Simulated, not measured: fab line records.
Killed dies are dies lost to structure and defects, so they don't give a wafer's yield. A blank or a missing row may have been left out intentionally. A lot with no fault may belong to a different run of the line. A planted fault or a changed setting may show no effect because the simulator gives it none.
Chamber matching :: flow n5-finfet :: rie-diel-03 running N5_BEOL_M8_STRIP_19: 4 sister chambers
The step strips in O2. 4 wafers are shown with their chamber, then 11 later ones without.

## WAFERS, EACH WITH ITS CHAMBER
wafer: L093.5
chamber: 2
showerhead-plenum-p-Torr (Torr): 2.00

wafer: L089.1
chamber: 0
showerhead-plenum-p-Torr (Torr): 2.02

wafer: L089.3
chamber: 3
showerhead-plenum-p-Torr (Torr): 2.19

wafer: L092.4
chamber: 1
showerhead-plenum-p-Torr (Torr): 2.23

## WAFERS MISSING THEIR CHAMBER
wafer: L092.5
showerhead-plenum-p-Torr (Torr): 2.18

wafer: L092.6
showerhead-plenum-p-Torr (Torr): 2.02

wafer: L094.1
showerhead-plenum-p-Torr (Torr): 2.23

wafer: L094.2
showerhead-plenum-p-Torr (Torr): 2.00

wafer: L094.3
showerhead-plenum-p-Torr (Torr): 2.02

wafer: L096.1
showerhead-plenum-p-Torr (Torr): 2.23

wafer: L096.5
showerhead-plenum-p-Torr (Torr): 1.99

wafer: L096.6
showerhead-plenum-p-Torr (Torr): 2.23

wafer: L097.1
showerhead-plenum-p-Torr (Torr): 2.01

wafer: L097.3
showerhead-plenum-p-Torr (Torr): 2.18

wafer: L097.5
showerhead-plenum-p-Torr (Torr): 2.18

## EACH ONE'S CHAMBER
wafer: L092.5
from the rows above: 3
in truth: 3

wafer: L092.6
from the rows above: 0
in truth: 0

wafer: L094.1
from the rows above: 1
in truth: 1

wafer: L094.2
from the rows above: 2
in truth: 2

wafer: L094.3
from the rows above: 0
in truth: 0

wafer: L096.1
from the rows above: 1
in truth: 1

wafer: L096.5
from the rows above: 2
in truth: 2

wafer: L096.6
from the rows above: 1
in truth: 1

wafer: L097.1
from the rows above: can't be placed: 2 or 0
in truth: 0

wafer: L097.3
from the rows above: 3
in truth: 3

wafer: L097.5
from the rows above: 3
in truth: 3
Correct placement for 10 of the 11. These rows do not allow placing 1 (true chamber among the candidates in 1). Number placed wrongly: 0.
How it was worked out, from the rows above alone: a wafer's distance from a chamber is the root of the sum, over the readings, of the square of ((its reading less the chamber's mean) divided by the reading's scatter). If the next closest chamber is less than 2 further off than the closest, the wafer can't be placed; otherwise it belongs to the closest. Each chamber's mean is taken over the wafers shown for it. The scatter (one wafer shown for each chamber): square how far every hidden wafer sits from the nearest shown wafer, average those squares and take the square root.
